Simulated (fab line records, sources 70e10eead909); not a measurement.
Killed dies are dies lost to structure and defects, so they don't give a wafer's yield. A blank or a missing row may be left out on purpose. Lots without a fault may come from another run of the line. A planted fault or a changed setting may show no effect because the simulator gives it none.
Which tool did it? | flow nand_harc | 11 lots, 33 wafers sampled, at 5 steps of a route of 1159

WHAT THE GAUGES READ, wafer by wafer
NHARC_A_M1_INSPECT_11.
lot  | measured     | on                | raw_defect_count
L753 | day 18 01:29 | defect_inspect-02 | 28 43 39
L749 | day 18 04:02 | defect_inspect-01 | 10 9 10
L756 | day 19 01:52 | defect_inspect-01 | 561 576 547
L757 | day 19 18:12 | defect_inspect-02 | 576 554 536
L763 | day 21 00:31 | defect_inspect-02 | 40 38 43
L766 | day 22 03:50 | defect_inspect-02 | 34 41 47
L768 | day 22 09:04 | defect_inspect-02 | 63 56 63
L771 | day 22 22:41 | defect_inspect-02 | 20 36 29
L769 | day 23 04:31 | defect_inspect-01 | 69 59 51
L770 | day 23 08:14 | defect_inspect-01 | 43 38 52
L772 | day 24 02:14 | defect_inspect-02 | 21 26 20

WHICH TOOL RAN EACH LOT (tool, then ch and the chambers of the sampled wafers, then the start)
lot  | NHARC_A_CONTACT_ALD_18              | NHARC_A_BLC_STRIP_21               | NHARC_A_M0_PVD_20                       | NHARC_A_M0_DEP_32
L753 | ald_metal-04 ch 0,1,3, day 17 13:19 | rie_diel-04 ch 0,2,3, day 17 18:31 | pvd_sputter-03, day 18 00:10 or earlier | pecvd-02 ch 0,1, day 18 00:10
L749 | ald_metal-01 ch 0,2, day 17 16:43   | rie_diel-02 ch 2,3, day 17 20:35   | pvd_sputter-03, day 18 02:41 or earlier | pecvd-04 ch 0,2, day 18 02:41
L756 | ald_metal-03 ch 0,2,3, day 18 13:24 | rie_diel-02 ch 0,2,3, day 18 17:51 | pvd_sputter-02, day 19 00:44 or earlier | pecvd-02 ch 0,1,2, day 19 00:44
L757 | ald_metal-01 ch 0,1,3, day 19 03:31 | rie_diel-02 ch 0,1,2, day 19 09:01 | pvd_sputter-03, day 19 16:48 or earlier | pecvd-02 ch 0,1, day 19 16:48
L763 | ald_metal-01 ch 1,2,3, day 20 13:16 | rie_diel-02 ch 1,3, day 20 17:43   | pvd_sputter-01, day 20 23:09 or earlier | pecvd-04 ch 1,2, day 20 23:09
L766 | ald_metal-04 ch 0,2,3, day 21 05:26 | rie_diel-02 ch 0,1,3, day 21 15:21 | pvd_sputter-02, day 22 02:37 or earlier | pecvd-02 ch 0,2, day 22 02:37
L768 | ald_metal-03 ch 0,3, day 21 18:09   | rie_diel-04 ch 0,3, day 22 01:54   | pvd_sputter-01, day 22 07:44 or earlier | pecvd-03 ch 0,1, day 22 07:44
L771 | ald_metal-03 ch 0,2, day 22 08:54   | rie_diel-02 ch 0,1,3, day 22 13:13 | pvd_sputter-02, day 22 21:31 or earlier | pecvd-03 ch 0,1,2, day 22 21:31
L769 | ald_metal-04 ch 0,1,2, day 22 12:14 | rie_diel-02 ch 0,2,3, day 22 18:41 | pvd_sputter-02, day 23 03:08 or earlier | pecvd-04 ch 0,1,2, day 23 03:08
L770 | ald_metal-01 ch 0,2, day 22 18:19   | rie_diel-12 ch 0,2, day 23 00:43   | pvd_sputter-02, day 23 06:55 or earlier | pecvd-02 ch 0,1, day 23 06:55
L772 | ald_metal-04 ch 0,1,2, day 23 15:08 | rie_diel-04 ch 0,1,2, day 23 18:28 | pvd_sputter-01, day 24 00:52 or earlier | pecvd-02 ch 0,1,2, day 24 00:52
- NHARC_A_CONTACT_ALD_18: deposits TiN, target thk 3 nm, pulse time 1 s, ald cycles 150.
- NHARC_A_BLC_STRIP_21: strips in O2.
- NHARC_A_M0_PVD_20: deposits TaN, target thk 5 nm, time 8.06 s.
- NHARC_A_M0_DEP_32: deposits SiCN, target thk 30 nm.

THE ANSWER, worked out from the rows above alone
Rule: what is usual is taken from the lots themselves. Put in order of their means at a reading, lots are off if they are a third of the lots or fewer, leave a main group of 4 or more, and stand apart from it by a gap of 3 or more times the standard deviation of the main group's means; of several such gaps the widest counts. A main group whose means are all the same, to the digits that the tables above print for the reading, isn't used. A lot without any number at a reading at which 4 lots or more have one is off too. The other lots that the step has rows for count as sound.
Off: L756, L757, at NHARC_A_M1_INSPECT_11 (raw_defect_count). The main group: mean 38, standard deviation 16.
A tool fits if, at a process step before that reading, it ran every lot that is off, and no sound lot after the first of them. The gauges at NHARC_A_M1_INSPECT_11 are tried like those tools. NHARC_A_M0_PVD_20 gives no start for some lots, so the hours and the order of its lots are those of NHARC_A_M0_DEP_32. None of those tried fits.

WHAT THE SIMULATOR HAD PUT IN
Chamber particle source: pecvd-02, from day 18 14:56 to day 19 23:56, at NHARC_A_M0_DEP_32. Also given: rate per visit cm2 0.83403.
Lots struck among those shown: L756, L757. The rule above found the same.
